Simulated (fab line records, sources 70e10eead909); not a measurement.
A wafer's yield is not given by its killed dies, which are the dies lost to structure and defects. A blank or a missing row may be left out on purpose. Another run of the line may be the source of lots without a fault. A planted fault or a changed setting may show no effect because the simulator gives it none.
fab line records ; flow nandHarc
record lots=6; wafers=18; lastDay=34
route steps=1302 shown THIN_TSV@1282
lots with no fault: from the same line, run without faults
startH: hours from the record's first day to the start of the lot's first wafer shown ; waitH: hours from the lot's prior step to this one ; " the same as in the row above ; L1.1+2: a row that stands for several wafers ; - no value present, or no start provided ; * or withheld: withheld ; < > ~ a bound
route shown NAME@n: names a module that has steps shown in the file, with the first one's number in the route ; usual: mean and standard deviation over wafers with no fault ; same: alike in all rows ; chamber/n: place in a boat ; sites: each site's reading ; _std_site: standard deviation of those values ; _edge_site: the outer-site mean with the inner-site mean subtracted ; radiusMm: how far each site lies from the wafer's centre ; mask NAME#n: copy n ; behind: the tool/chamber that last shaped the wafer ; hold: what put the lot on hold/how long, in hours/how the hold closed ; device: the n, p or np transistor that did not switch ; end of line: tests run on the same wafers once the route is complete ; where a step has no rows: the recipe by itself ; killed: count of dies lost to structure and defects at first sort (not the wafer's yield) ; map: shows each die of a wafer: x if killed, . if not, _ if none is there
set.NAME: setting as actually run; set.NAME@STEP: the setting as run at that earlier step ; model.NAME: the simulator's own value behind a step, which no gauge read
lots at selected steps of the route; one table per step, one row per wafer
services: when a tool's chamber went out of use (startH, in hours from the record's first day, below 0 if earlier), for how many hours, and the reason
## steps
# step NHARC_THIN_TSV_PVD_24
# recipe targetThkA=8000; powerW=withheld; chamberPressurePa=withheld; substrateTempC=withheld; timeS=withheld; gas=Ar; material=Al
# step NHARC_THIN_TSV_DEHYDRATE_25
# recipe tempC=150; timeS=120
# step NHARC_THIN_TSV_HMDS_26
# recipe timeS=30
# step NHARC_THIN_TSV_COAT_27
# recipe spinRpm=*
# step NHARC_THIN_TSV_SOFTBAKE_28
# recipe tempC=122; timeS=95
# step NHARC_THIN_TSV_EBR_29
# step NHARC_THIN_TSV_EXPOSE_30
# recipe na=0.55; doseMj=11.47; maskId=PAD
# step NHARC_THIN_TSV_PEB_31
# recipe pebTempC=118; pebTimeS=85
# step NHARC_THIN_TSV_DEVELOP_32
# recipe timeS=70
# step NHARC_THIN_TSV_CD_MEAS_33
# recipe targetCdNm=5000; landingEnergyEv=500
# usual cdNm=4999.8/2.2
# same landingEnergyEv=500
lot.wafer;tool;chamber;startH;waitH;cdNm
L595.1;cdSem-03;0;569.39;-;4999.7
L595.3;cdSem-03;0;569.39;-;4998.6
L595.6;cdSem-03;0;569.39;-;5001.6
L608.1;cdSem-02;0;693.93;-;4997.4
L608.3;cdSem-02;0;693.93;-;4995.7
L608.5;cdSem-02;0;693.93;-;4998.2
L609.2;cdSem-02;0;702.56;-;5002.2
L609.4;cdSem-02;0;702.56;-;5002.1
L609.5;cdSem-02;0;702.56;-;4997.5
L612.2;cdSem-03;0;740.83;-;5002.3
L612.4;cdSem-03;0;740.83;-;4999.3
L612.5;cdSem-03;0;740.83;-;4999.9
L613.2;cdSem-01;0;752.48;-;5001.7
L613.3;cdSem-01;0;752.48;-;4999.1
L613.6;cdSem-01;0;752.48;-;5001.3
L616.2;cdSem-03;0;791.50;-;4998.2
L616.4;cdSem-03;0;791.50;-;4999.1
L616.6;cdSem-03;0;791.50;-;4996.2
# step NHARC_THIN_TSV_HARDBAKE_34
# recipe tempC=125; timeS=80
# step NHARC_THIN_TSV_DESCUM_35
# recipe timeS=3; o2FlowSccm=200; arFlowSccm=0; biasPowerW=0; chemistry=O2
# usual drypumpMotorCurrentA=5.5/0.49; oesProductAu=0.996/0.012; rfVppV=57.7/1; showerheadPlenumPTorr=1.90/0.091; throttleValvePct=11.311/0.0095
lot.wafer;tool;chamber;startH;waitH;drypumpMotorCurrentA;oesProductAu;rfHoursCounterH;rfVppV;showerheadPlenumPTorr;throttleValvePct
L595.3;rieDiel-13;1;569.57;-;4.9;0.983;1.6;55.6;1.98;11.303
L595.1;rieDiel-13;2;569.57;-;5.1;0.976;1.1;58.4;2.03;11.310
L595.6;rieDiel-13;1;569.57;-;4.9;0.986;-;57.7;1.98;11.299
L608.1;rieDiel-13;1;694.09;-;4.8;0.994;9.2;59.4;1.98;11.304
L608.3;rieDiel-13;2;694.09;-;5.1;0.988;5.8;59.2;2.03;11.313
L608.5;rieDiel-13;1;694.09;-;4.8;0.986;-;58.3;1.98;11.321
L609.4;rieDiel-10;1;702.72;-;5.6;1.019;6.8;56.7;1.78;11.304
L609.2;rieDiel-10;2;702.72;-;5.4;1.008;6.9;57.7;1.88;11.305
L609.5;rieDiel-10;2;702.72;-;5.4;1.010;-;56.1;1.88;11.316
L612.4;rieDiel-13;1;740.99;-;4.9;1.006;1.8;58.4;1.98;11.307
L612.2;rieDiel-13;0;740.99;-;5.1;1.001;1.6;56.4;1.78;11.301
L612.5;rieDiel-13;2;740.99;-;5.1;0.981;-;57.7;2.03;11.310
L613.2;rieDiel-10;2;752.64;-;5.4;1.011;9.5;57.8;1.88;11.296
L613.3;rieDiel-10;0;752.64;-;5.9;1.010;8.9;56.8;1.88;11.289
L613.6;rieDiel-10;2;752.64;-;5.4;1.012;-;57.0;1.88;11.316
L616.2;rieDiel-13;2;791.67;-;5.2;0.975;5.3;58.9;2.03;11.303
L616.4;rieDiel-13;0;791.67;-;5.1;0.990;4.7;57.7;1.78;11.308
L616.6;rieDiel-13;1;791.67;-;4.8;1.009;-;58.7;1.98;11.311
# step NHARC_THIN_TSV_ETCH_59
# recipe targetDepthA=8800; icpW=900; biasW=100; Cl2_flow_sccm=60; bcl3FlowSccm=30; timeS=138.1; chemistry=Cl2/BCl3
# usual drypumpMotorCurrentA=5.9/0.35; oesProductAu=1.003/0.016; runLengthS=159.5/0.38; throttleValvePct=22.264/0.0094
lot.wafer;tool;chamber;startH;waitH;drypumpMotorCurrentA;oesProductAu;rfHoursCounterH;runLengthS;throttleValvePct
L595.1;rieMetal-02;0;569.68;0.1;5.9;0.985;1.6;159.9;22.260
L595.3;rieMetal-02;1;569.68;0.1;5.4;0.990;-;160.2;22.260
L595.6;rieMetal-02;1;569.68;0.1;5.4;0.995;-;159.4;22.269
L608.1;rieMetal-02;0;694.22;0.1;5.9;0.984;1.1;143.9;22.256
L608.3;rieMetal-02;1;694.22;0.1;5.4;1.006;-;159.4;22.283
L608.5;rieMetal-02;1;694.22;0.1;5.4;0.998;-;159.4;22.252
L609.2;rieMetal-02;0;702.88;0.1;5.9;0.993;1.5;144.5;22.263
L609.4;rieMetal-02;0;702.88;0.1;5.9;0.987;-;143.8;22.269
L609.5;rieMetal-02;1;702.88;0.1;5.4;1.007;-;159.3;22.273
L612.2;rieMetal-01;1;741.11;0.1;5.7;1.046;2.4;158.7;22.283
L612.4;rieMetal-01;0;741.11;0.1;6.4;1.010;-;159.6;22.257
L612.5;rieMetal-01;1;741.11;0.1;5.6;1.031;-;158.7;22.246
L613.2;rieMetal-03;1;752.77;0.1;5.8;1.020;0.5;159.3;22.281
L613.3;rieMetal-03;0;752.77;0.1;6.3;0.990;-;159.6;22.275
L613.6;rieMetal-03;1;752.77;0.1;5.8;1.009;-;159.7;22.267
L616.2;rieMetal-01;0;791.82;0.1;6.4;1.003;0.3;159.9;22.246
L616.4;rieMetal-01;1;791.82;0.1;5.6;1.017;-;159.0;22.265
L616.6;rieMetal-01;1;791.82;0.1;5.6;1.002;-;158.6;22.251
# step NHARC_THIN_TSV_ETCH_36
# recipe targetDepthA=650; overEtchFrac=0.3; timeS=18.571; ionEnergyEv=150; chemistry=Cl2/BCl3
# usual drypumpMotorCurrentA=5.9/0.35; oesProductAu=1.004/0.015; runLengthS=39.9/0.32
lot.wafer;tool;chamber;startH;waitH;drypumpMotorCurrentA;oesProductAu;rfHoursCounterH;runLengthS
L595.1;rieMetal-02;1;569.94;0.2;5.4;0.990;1.8;40.1
L595.3;rieMetal-02;1;569.94;0.2;5.4;0.996;-;39.8
L595.6;rieMetal-02;1;569.94;0.2;5.4;0.999;-;39.7
L608.1;rieMetal-02;0;694.48;0.2;5.9;0.992;1.2;40.1
L608.3;rieMetal-02;1;694.48;0.2;5.4;1.011;-;39.7
L608.5;rieMetal-02;1;694.48;0.2;5.4;1.014;-;40.1
L609.2;rieMetal-02;1;703.11;0.2;5.4;1.005;1.7;39.9
L609.4;rieMetal-02;1;703.11;0.2;5.4;1.018;-;40.2
L609.5;rieMetal-02;1;703.11;0.2;5.4;1.008;-;40.0
L612.2;rieMetal-01;0;741.38;0.2;6.4;1.011;3.0;39.8
L612.4;rieMetal-01;0;741.38;0.2;6.4;1.010;-;40.0
L612.5;rieMetal-01;1;741.38;0.2;5.7;1.036;-;39.1
L613.2;rieMetal-03;0;753.02;0.2;6.2;0.998;0.7;39.7
L613.3;rieMetal-03;0;753.02;0.2;6.3;0.997;-;39.5
L613.6;rieMetal-03;1;753.02;0.2;5.8;1.013;-;39.7
L616.2;rieMetal-01;1;792.05;0.2;5.6;1.013;0.4;39.8
L616.4;rieMetal-01;1;792.05;0.2;5.6;1.010;-;39.4
L616.6;rieMetal-01;1;792.05;0.2;5.7;1.012;-;39.5
## services
tool;chamber;startH;hours;kind
rieDiel-13;0;552.50;-;clean
rieDiel-13;1;552.50;-;clean
rieDiel-13;2;556.86;5.6;repair
rieMetal-01;-;575.00;9.0;pm
rieMetal-02;-;631.00;9.0;pm
rieMetal-02;0;631.00;9.0;ventCycle
rieMetal-02;1;631.00;9.0;ventCycle
rieMetal-02;0;640.00;-;clean
rieMetal-02;1;640.00;-;clean
rieDiel-13;2;640.68;29.4;repair
rieMetal-01;1;652.14;8.2;repair
rieDiel-10;-;669.69;1.9;repair
rieDiel-13;-;696.00;9.0;pm
rieMetal-03;-;696.19;9.0;pm
rieDiel-10;-;710.05;0.3;repair
rieDiel-13;0;712.19;4.0;repair
rieDiel-10;1;714.39;5.4;repair
rieMetal-01;1;730.64;6.0;repair
rieMetal-03;-;739.19;0.5;repair
rieMetal-01;-;752.00;9.0;pm
rieDiel-13;1;752.20;7.6;repair
rieDiel-10;-;758.75;2.1;repair
rieDiel-10;-;773.56;9.0;pm
rieDiel-10;1;785.63;8.5;repair
## key
firstSign step=NHARC_THIN_TSV_ETCH_59; reading=runLengthS; direction=down; sigmas=40; usual=*; struck=*
effect none on later readings
metAt NHARC_THIN_TSV_ETCH_59
struckWafers L608.1,L609.2,L609.4
laterRowsLeftOut L608.1,L609.2,L609.4
sortLeftOut L608.1,L609.2,L609.4
onsetBetween 569.68 694.22
fault kind=processParameterDrift; tool=rieMetal-02; chamber=0; onsetH=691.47; steps=NHARC_THIN_TSV_ETCH_59; channel=timeS; offset=*; shape=step; endH=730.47; actsIn=*; stated=*
# sortLeftOut: the simulated sort isn't trusted on such a fault, so these wafers' sort isn't shown, and their yield isn't known
# laterRowsLeftOut: the simulator's readings of these wafers behind a module that went badly wrong aren't trusted and aren't shown, but for the sort
